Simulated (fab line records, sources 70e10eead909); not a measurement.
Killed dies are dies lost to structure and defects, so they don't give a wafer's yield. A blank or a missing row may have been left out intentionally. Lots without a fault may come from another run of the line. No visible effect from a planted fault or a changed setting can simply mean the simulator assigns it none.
Which tool did it?	flow nand harc	36 wafers from 12 lots sampled at 7 of the route's 1302 steps

## WHAT THE GAUGES READ, wafer by wafer
NHARC_P_CONTACT_CD_MEAS_12: target cd 90 nm.
lot	measured	on	cd nm (nm)
L762	day 6 20:57	cd sem-03	90.1 89.4 90.2
L763	day 7 00:54	cd sem-03	90.5 89.7 89.9
L764	day 7 16:20	cd sem-03	90.8 90.8 91.3
L768	day 9 02:26	cd sem-03	70.3 70.2 69.4
L771	day 10 12:02	cd sem-03	74.0 74.5 73.5
L772	day 11 07:37	cd sem-02	90.2 90.3 89.5
L773	day 11 11:14	cd sem-01	76.8 77.5 77.6
L774	day 11 21:31	cd sem-01	90.7 90.6 90.5
L776	day 12 19:28	cd sem-03	89.6 90.5 90.0
L778	day 13 07:47	cd sem-02	89.2 89.6 90.2
L781	day 14 13:13	cd sem-03	91.1 90.3 90.2
L782	day 15 20:05	cd sem-02	89.9 89.6 90.5

NHARC_P_CONTACT_CD_MEAS_19.
lot	measured	on	cd nm (nm)
L762	day 6 22:10	cd sem-02	89.5 87.9 90.8
L763	day 7 01:58	cd sem-02	90.4 88.0 89.2
L764	day 7 17:23	cd sem-02	89.3 90.3 91.6
L768	day 9 03:30	cd sem-01	70.5 68.5 68.6
L771	day 10 13:05	cd sem-03	73.1 73.6 74.3
L772	day 11 08:40	cd sem-02	89.6 87.7 89.5
L773	day 11 12:17	cd sem-02	75.5 77.1 78.8
L774	day 11 22:34	cd sem-02	90.7 90.6 90.4
L776	day 12 20:31	cd sem-03	91.2 90.3 92.2
L778	day 13 09:18	cd sem-01	90.6 92.4 89.6
L781	day 14 14:20	cd sem-03	91.2 92.3 91.1
L782	day 15 21:08	cd sem-03	90.5 90.5 92.7

NHARC_END_SORT_01.
lot	measured	on	killed at array	killed at other	killed at periphery	killed dies	killed open	killed short
L768	day 28 16:53	prober-01	64 62 50	1 0 3	522 584 594	587 646 647	5 5 4	2 2 0
L771	day 29 02:22	prober-01	47 53 48	1 1 2	374 374 344	422 428 394	6 3 5	1 4 3
L773	day 30 04:50	prober-02	79 88 68	1 0 1	274 74 65	354 162 134	1 5 2	1 1 3

## WHAT TOOL EACH LOT RAN ON (gives the tool, then ch and the chambers of the sampled wafers, and finally the start)
lot	NHARC_P_GATE_DESCUM_93	NHARC_P_GATE_DEGAS_109	NHARC_P_CONTACT_CMP_01	NHARC_P_CONTACT_EXPOSE_09
L762	rie diel-10 ch 2,3, day 6 16:33	pvd sputter-02, day 6 18:31	cmp-01 ch 0,2, day 6 20:16	arfi scanner-01 ch 0, day 6 20:49
L763	rie diel-03 ch 0,2,3, day 6 20:22	pvd sputter-03, day 6 22:19	cmp-04 ch 0,3, day 7 00:02	arfi scanner-03 ch 0, day 7 00:46
L764	rie diel-03 ch 1,2,3, day 7 11:56	pvd sputter-03, day 7 13:53	cmp-03 ch 1,2, day 7 15:37	arfi scanner-03 ch 0, day 7 16:12
L768	rie diel-01 ch 0,1,2, day 8 21:36	pvd sputter-03, day 8 23:53	cmp-01 ch 0,1,2, day 9 01:37	arfi scanner-03 ch 0, day 9 02:19
L771	rie diel-10 ch 0,1,2, day 10 03:02	pvd sputter-01, day 10 09:28	cmp-03 ch 0,3, day 10 11:11	arfi scanner-03 ch 0, day 10 11:53
L772	rie diel-01 ch 2,3, day 11 03:05	pvd sputter-01, day 11 05:02	cmp-04 ch 0,3, day 11 06:47	arfi scanner-01 ch 0, day 11 07:28
L773	rie diel-01 ch 1,2, day 11 06:43	pvd sputter-03, day 11 08:40	cmp-04 ch 0,1,2, day 11 10:27	arfi scanner-03 ch 0, day 11 11:06
L774	rie diel-10 ch 1,2,3, day 11 16:55	pvd sputter-01, day 11 18:58	cmp-01 ch 0,1,3, day 11 20:44	arfi scanner-01 ch 0, day 11 21:23
L776	rie diel-03 ch 0,1,3, day 12 15:02	pvd sputter-02, day 12 17:01	cmp-04 ch 0,3, day 12 18:45	arfi scanner-02 ch 0, day 12 19:19
L778	rie diel-10 ch 1,2, day 13 03:22	pvd sputter-03, day 13 05:19	cmp-04 ch 1,2,3, day 13 07:07	arfi scanner-02 ch 0, day 13 07:38
L781	rie diel-01 ch 0,1, day 14 08:40	pvd sputter-02, day 14 10:40	cmp-03 ch 0,3, day 14 12:24	arfi scanner-01 ch 0, day 14 13:05
L782	rie diel-03 ch 2,3, day 15 15:26	pvd sputter-01, day 15 17:30	cmp-03 ch 0,3, day 15 19:14	arfi scanner-02 ch 0, day 15 19:57
- NHARC_P_GATE_DESCUM_93: chemistry O2, time 3 s.
- NHARC_P_GATE_DEGAS_109: time 60 s.
- NHARC_P_CONTACT_CMP_01: polishes SiO2, target thk 200 nm.
- NHARC_P_CONTACT_EXPOSE_09: exposes mask P CA, target cd 90 nm.

## AS READ BY THE TOOLS THEMSELVES (means over the sampled wafers that have a number; for cases with no such wafer, the mark the record gives instead)
NHARC_P_GATE_DESCUM_93.
lot	tool	drypump motor current A (A)	oes product au (a.u.)	rf vpp V (V)	showerhead plenum p Torr (Torr)	throttle valve pct (%)
L762	rie diel-10	5.6	1.017	57.8	1.86	11.315
L763	rie diel-03	5.5	1.011	58.1	1.95	11.304
L764	rie diel-03	5.4	1.009	58.0	1.96	11.309
L768	rie diel-01	5.9	0.995	57.5	1.86	11.312
L771	rie diel-10	5.7	1.000	58.3	1.91	11.317
L772	rie diel-01	5.2	1.009	57.6	1.95	11.315
L773	rie diel-01	5.9	0.995	57.1	1.81	11.317
L774	rie diel-10	5.7	1.003	57.5	1.86	11.314
L776	rie diel-03	5.7	1.008	57.8	1.98	11.312
L778	rie diel-10	5.5	1.005	57.1	1.87	11.318
L781	rie diel-01	5.9	1.007	58.2	1.90	11.314
L782	rie diel-03	5.4	0.999	58.6	1.92	11.314

NHARC_P_GATE_DEGAS_109.
lot	tool	heater power w (W)
L762	pvd sputter-02	506
L763	pvd sputter-03	462
L764	pvd sputter-03	488
L768	pvd sputter-03	451
L771	pvd sputter-01	554
L772	pvd sputter-01	591
L773	pvd sputter-03	479
L774	pvd sputter-01	546
L776	pvd sputter-02	503
L778	pvd sputter-03	467
L781	pvd sputter-02	513
L782	pvd sputter-01	517

NHARC_P_CONTACT_CMP_01.
lot	tool	edge zone pressure frac	motor current A (A)
L762	cmp-01	1.000	13.1
L763	cmp-04	0.997	10.5
L764	cmp-03	1.005	11.9
L768	cmp-01	1.002	13.1
L771	cmp-03	1.004	12.5
L772	cmp-04	0.999	10.6
L773	cmp-04	0.996	12.7
L774	cmp-01	1.001	12.3
L776	cmp-04	1.009	11.1
L778	cmp-04	1.003	12.3
L781	cmp-03	0.995	11.9
L782	cmp-03	1.004	11.9

NHARC_P_CONTACT_EXPOSE_09.
lot	tool	exposure dose mJ cm2
L762	arfi scanner-01	81.35
L763	arfi scanner-03	81.25
L764	arfi scanner-03	81.23
L768	arfi scanner-03	58.26
L771	arfi scanner-03	62.92
L772	arfi scanner-01	81.19
L773	arfi scanner-03	66.51
L774	arfi scanner-01	81.34
L776	arfi scanner-02	81.29
L778	arfi scanner-02	81.30
L781	arfi scanner-01	81.19
L782	arfi scanner-02	81.22

## THE ANSWER, worked out from the rows above alone
Rule: usual is defined by the lots themselves. Put in order of their means at a reading, lots are off if they are a third of the lots or fewer, leave a main group of 4 or more, and stand apart from it by a gap of 3 or more times the standard deviation of the main group's means; of several such gaps the widest counts. A main group whose means are all the same, to the digits that the tables above print for the reading, isn't used. Also off: a lot with no number at a reading for which 4 or more lots have one. Any other lot the step has rows for is counted as sound. Order of review: gauges by route order, followed by the tools' own readings, for which a lot's mean as printed above is used. At the first step where some lot is off, the reading lying furthest off is the one used; lots without a number count as furthest.
Off, at NHARC_P_CONTACT_CD_MEAS_12 on cd nm: L768, L771, L773. For the main group the mean is 90.2 nm and the standard deviation 0.39.
If a tool, at a process step before that reading, ran all the lots that are off and no sound lot after the first of them, it fits. The gauges at NHARC_P_CONTACT_CD_MEAS_12 aren't tried: what is off there is off at NHARC_P_CONTACT_EXPOSE_09 too, on other tools, and a gauge's error can't cause that. One candidate fits, namely arfi scanner-03 at NHARC_P_CONTACT_EXPOSE_09. Its last sound lot is L764 (day 7 16:12), its first lot that is off L768 (day 9 02:19): a fault that began between those two fits.
On the lots that are off, the tool's own readings at NHARC_P_CONTACT_EXPOSE_09 differ by more than 5 times the standard deviation of the sound lots' means, which bears it out; exposure dose mJ cm2 reads 62.56 there versus 81.26 on the sound lots.

## WHAT THE SIMULATOR PUT IN
Process parameters drifting: arfi scanner-03 at NHARC_P_CONTACT_EXPOSE_09, beginning at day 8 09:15. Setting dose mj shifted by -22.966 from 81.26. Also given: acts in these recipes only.
Struck lots among those shown: L768, L771, L773. This agrees with what the rule above found.
